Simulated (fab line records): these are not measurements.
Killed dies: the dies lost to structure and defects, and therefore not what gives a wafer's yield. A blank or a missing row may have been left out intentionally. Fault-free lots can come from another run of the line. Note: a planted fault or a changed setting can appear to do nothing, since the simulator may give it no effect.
Matching of chambers    flow n5_finfet    N5_FIN_SAQP_ETCH_69 on rie_diel-06 has 4 sister chambers
The step etches SOC in N2/H2, stops on SiNx, target depth 150 nm. 4 wafers are shown with their chamber, then 8 later ones without.

## WAFERS PAIRED WITH THEIR CHAMBERS
wafer   chamber  throttle_valve_pct (%)
L078.5  2        17.63
L081.3  0        18.08
L081.5  1        18.14
L082.1  3        17.80

## WAFERS WITH NO CHAMBER GIVEN
wafer   throttle_valve_pct (%)
L082.4  18.14
L082.5  17.64
L089.1  18.15
L089.2  17.65
L089.5  17.65
L097.1  18.18
L097.2  17.26
L097.3  17.65

## WHICH CHAMBER EACH ONE RAN IN
wafer   from the rows above      in truth
L082.4  can't be placed: 1 or 0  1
L082.5  can't be placed: 2 or 3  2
L089.1  can't be placed: 1 or 0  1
L089.2  can't be placed: 2 or 3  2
L089.5  can't be placed: 2 or 3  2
L097.1  can't be placed: 1 or 0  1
L097.2  can't be placed: 2 or 3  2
L097.3  can't be placed: 2 or 3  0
Placed correctly: 0 of 8. From these rows, 8 cannot be placed; in 7 the true chamber is one of the candidates. 0 placed wrongly.
How it was worked out, from the rows above alone: a wafer's distance from a chamber is the root of the sum, over the readings, of the square of ((its reading less the chamber's mean) divided by the reading's scatter). The wafer belongs to the nearest chamber; if the next one is less than 2 further off, it can't be placed. The mean given for a chamber averages the wafers shown for that chamber. The scatter: with one shown wafer a chamber, the root of the mean of the squares of how far each hidden wafer lies from its nearest shown one.
